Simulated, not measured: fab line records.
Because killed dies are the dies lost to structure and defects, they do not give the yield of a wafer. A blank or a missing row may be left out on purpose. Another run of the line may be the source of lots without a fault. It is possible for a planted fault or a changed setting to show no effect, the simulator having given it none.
Chamber matching    flow nand harc    4 sister chambers for NHARC_P_CONTACT_CMP_01 on cmp-03
The step polishes SiO2, target thk 200 nm. 4 wafers are shown with their chamber, then 7 later ones without.

## WAFERS PAIRED WITH THEIR CHAMBERS
wafer   chamber  motor current A (A)
L166.1  3        9.5
L166.2  0        10.3
L172.1  1        11.9
L172.3  2        11.6

## WAFERS WHOSE CHAMBER IS MISSING
wafer   motor current A (A)
L172.6  12.2
L173.2  9.9
L173.4  11.5
L173.5  9.4
L174.2  11.4
L174.4  12.1
L174.6  10.1

## EACH ONE'S CHAMBER
wafer   from the rows above      in truth
L172.6  can't be placed: 1 or 2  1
L173.2  can't be placed: 0 or 3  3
L173.4  can't be placed: 2 or 1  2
L173.5  3                        3
L174.2  can't be placed: 2 or 1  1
L174.4  can't be placed: 1 or 2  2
L174.6  can't be placed: 0 or 3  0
1 of 7 placed correctly. Can't be placed from these rows: 6 (the true chamber is among the candidates in 6). 0 placed wrongly.
How it was worked out, from the rows above alone: a wafer's distance from a chamber is the root of the sum, over the readings, of the square of ((its reading less the chamber's mean) divided by the reading's scatter). The wafer belongs to the nearest chamber; if the next one is less than 2 further off, it can't be placed. For every chamber, the mean is computed from those of its wafers that are shown. The scatter: with one shown wafer a chamber, the root of the mean of the squares of how far each hidden wafer lies from its nearest shown one.
